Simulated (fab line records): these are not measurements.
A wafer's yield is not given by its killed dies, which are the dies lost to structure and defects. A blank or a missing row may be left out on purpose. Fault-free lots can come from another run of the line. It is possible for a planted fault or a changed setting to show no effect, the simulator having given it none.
8D (eight disciplines) problem report, filled in by code | flow n5-finfet | the parts of the form that need people (team, actions taken, sign-off) are left out
Where a reading is given only as a bound, like >300, the bound stands for it, and a mean or a difference that rests on one is marked > or <: the true number lies beyond.

1. WHAT WENT WRONG
raw-defect-count at N5_BEOL_M0_SAQP_INSPECT_16 reads a mean of 1452 on 6 wafers of 2 lots; wafers without a fault read 492 with a standard deviation of 130. That is +7.4 standard deviations from the usual mean.
The step: inspects for defects (brightfield).
First seen on wafer L344.2, day 8 18:01, on defect-inspect-02. The record has a number at this step for 27 wafers belonging to 9 lots. Rule for "out", or "out of limits": more than 4 standard deviations from the usual mean. The rest of the wafers with a number are treated as sound.

2. WHAT IT IS; WHAT IT IS NOT
question                    | is                     | is not
which readings at this step | raw-defect-count       | -
which lots                  | L344, L345             | L333, L335, L337, L342, L351, L352, L353
which wafers of those lots  | all that have a number | -
read on which gauges        | defect-inspect-02      | defect-inspect-01
when                        | from day 8 18:01       | up to then (12 sound wafers); but 9 sound wafers of L351, L352, L353 came after

3. THE SUSPECTS, EACH WITH WHAT RULES IT OUT
Counting: a tool at a process step up to the reading stays a suspect if it ran every lot that is out and no sound lot after the first of them.
- ruled out: the gauge at N5_BEOL_M0_SAQP_INSPECT_16. All the wafers that are out were read on defect-inspect-02, but those of them that N5_PASSIVATION_PROBE_49 has rows for are out there too, on other tools.
- pvd-sputter-02 at N5_BEOL_M0_SAQP_HM_DEP_02 (deposits TiN, target thk 12 nm): ruled out as a lasting fault. Sound lots L353 ran on it after its first lot that is out, L344 (day 8 17:16).
- pecvd-01 at N5_BEOL_M0_SAQP_PECVD_03 (deposits SiCN from 3MS/NH3, target thk 12 nm, time 21.1 s): kept. All lots that are out passed through it, beginning with L344 at day 8 17:23, and no sound lot followed; its final sound lot before that point was L342 at day 8 00:13.
Remaining after the count: pecvd-01 at N5_BEOL_M0_SAQP_PECVD_03.

4. THE CAUSE (what the simulator had put in)
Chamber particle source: pecvd-01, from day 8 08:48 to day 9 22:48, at N5_BEOL_M0_SAQP_PECVD_03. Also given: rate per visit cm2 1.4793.
The count eliminated every tool but this one.

5. SEQUENCE OF EFFECTS, ordered by route
One row per reading whose mean, taken over the struck wafers that have a number, lies over 3 standard deviations from the usual. Readings are gone through only where the record gives a usual standard deviation; hours: the median, over the lots, of the time from a lot's start at the first step in this table giving one to that lot's start at this step; sigmas: the change measured in usual standard deviations.
hours | step                       | reading              | usual  | on struck wafers | change | sigmas
0     | N5_BEOL_M0_SAQP_INSPECT_16 | raw-defect-count     | 492    | 1452             | +960   | +7.4
4     | N5_BEOL_M0_SAQP_INSPECT_42 | raw-defect-count     | 311    | 1299             | +988   | +12
5     | N5_BEOL_M0_CUTY_INSPECT_59 | raw-defect-count     | 2.0    | >300             | >+298  | +99 or more
154   | N5_PASSIVATION_PROBE_49    | defect-limited-yield | 91.2 % | 82.0             | -9.2   | -5.8
154   | N5_PASSIVATION_PROBE_49    | killed_at_M0_to_M3   | 34     | 142              | +108   | +9.9
154   | N5_PASSIVATION_PROBE_49    | killed-dies          | 104    | 213              | +109   | +5.7
154   | N5_PASSIVATION_PROBE_49    | sort_bin_5_function  | 5.3 %  | 10.8             | +5.5   | +5.0
154   | N5_PASSIVATION_PROBE_49    | sort-n-pass          | 1076   | 967              | -109   | -5.7
The process steps in it:
- N5_PASSIVATION_PROBE_49
Later measuring or inspecting steps at which every struck wafer that the step has a row for has a number for every such reading, and none has moved that far: N5_BEOL_M4_RC_MEAS_101.

6. HOW IT WOULD HAVE BEEN CAUGHT EARLIER
In this record the first reading out of limits at a measuring or inspecting step was taken at day 8 18:01, 9 hours after the fault began at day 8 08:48.
Of the tool readings at N5_BEOL_M0_SAQP_PECVD_03 for which the record gives a usual standard deviation, none was out on any struck wafer, so an alarm limit of 4 standard deviations on them would not have fired.
Lots out: 2; of these, L345 started N5_BEOL_M0_SAQP_PECVD_03 on pecvd-01 after day 8 18:01. A tool hold placed at that time would have kept it from harm.
